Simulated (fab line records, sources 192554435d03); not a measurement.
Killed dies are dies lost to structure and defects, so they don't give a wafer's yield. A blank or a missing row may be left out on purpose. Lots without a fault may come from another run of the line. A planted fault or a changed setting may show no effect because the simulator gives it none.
Chamber matching | flow n5_finfet | N5_BEOL_M13_ETCH_59 on rie_diel-06: 4 sister chambers
The step etches BARC in N2/H2, target depth 89 nm, overetch 26.7 nm, time 67.9 s. 4 wafers are shown with their chamber, then 8 later ones without.

WAFERS WITH THEIR CHAMBER
wafer  | chamber | showerhead_plenum_p_Torr (Torr)
L758.3 | 0       | 2.40
L763.3 | 1       | 2.48
L763.4 | 3       | 2.63
L766.1 | 2       | 2.65

WAFERS WITHOUT THEIR CHAMBER
wafer  | showerhead_plenum_p_Torr (Torr)
L766.5 | 2.65
L766.6 | 2.63
L770.1 | 2.64
L770.2 | 2.40
L770.6 | 2.40
L768.1 | 2.40
L768.3 | 2.64
L768.4 | 2.48

WHICH CHAMBER EACH WENT THROUGH
wafer  | from the rows above     | in truth
L766.5 | 2                       | 2
L766.6 | 3                       | 3
L770.1 | can't be placed: 2 or 3 | 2
L770.2 | 0                       | 0
L770.6 | 0                       | 0
L768.1 | 0                       | 0
L768.3 | can't be placed: 2 or 3 | 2
L768.4 | 1                       | 1
Placed correctly: 6 of 8. Can't be placed from these rows: 2 (the true chamber is among the candidates in 2). Placed wrongly: 0.
How it was worked out, from the rows above alone: a wafer's distance from a chamber is the root of the sum, over the readings, of the square of ((its reading less the chamber's mean) divided by the reading's scatter). The wafer belongs to the nearest chamber; if the next one is less than 2 further off, it can't be placed. A chamber's mean is the mean of its shown wafers. The scatter: with one shown wafer a chamber, the root of the mean of the squares of how far each hidden wafer lies from its nearest shown one.
